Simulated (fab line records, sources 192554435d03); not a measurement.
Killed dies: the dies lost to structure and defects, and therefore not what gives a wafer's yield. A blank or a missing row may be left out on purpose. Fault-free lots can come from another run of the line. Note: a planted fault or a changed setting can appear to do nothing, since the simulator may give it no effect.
Matching of chambers + flow n5Finfet + N5_BEOL_M4_CO_CAP_55 on cvdCo-01: 3 sister chambers
The step material Co, precursor CCTBA/H2, target thk 2 nm, time 102.1 s. 3 wafers are shown with their chamber, then 12 later ones without.

## WAFERS WITH THEIR CHAMBER
| wafer  | chamber | heaterPowerW (W) |
|--------|---------|------------------|
| L091.4 | 0       | 230              |
| L091.5 | 2       | 219              |
| L091.6 | 1       | 269              |

## WAFERS WHOSE CHAMBER IS MISSING
| wafer  | heaterPowerW (W) |
|--------|------------------|
| L092.1 | 223              |
| L092.2 | 264              |
| L092.3 | 219              |
| L092.4 | 271              |
| L092.5 | 219              |
| L092.6 | 224              |
| L093.2 | 214              |
| L093.3 | 226              |
| L093.4 | 222              |
| L096.1 | 230              |
| L096.2 | 219              |
| L096.4 | 268              |

## CHAMBER TAKEN BY EACH
| wafer  | from the rows above     | in truth |
|--------|-------------------------|----------|
| L092.1 | can't be placed: 2 or 0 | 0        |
| L092.2 | 1                       | 1        |
| L092.3 | 2                       | 2        |
| L092.4 | 1                       | 1        |
| L092.5 | 2                       | 2        |
| L092.6 | can't be placed: 2 or 0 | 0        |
| L093.2 | 2                       | 2        |
| L093.3 | can't be placed: 0 or 2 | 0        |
| L093.4 | can't be placed: 2 or 0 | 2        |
| L096.1 | 0                       | 0        |
| L096.2 | 2                       | 2        |
| L096.4 | 1                       | 1        |
8 of 12 placed correctly. Cannot be placed on the basis of these rows: 4; the candidates contain the true chamber in 4. Number placed wrongly: 0.
How it was worked out, from the rows above alone: a wafer's distance from a chamber is the root of the sum, over the readings, of the square of ((its reading less the chamber's mean) divided by the reading's scatter). If the next closest chamber is less than 2 further off than the closest, the wafer can't be placed; otherwise it belongs to the closest. For every chamber, the mean is computed from those of its wafers that are shown. The scatter: root of mean squared gap, hidden wafer to nearest shown wafer, with one shown wafer a chamber.
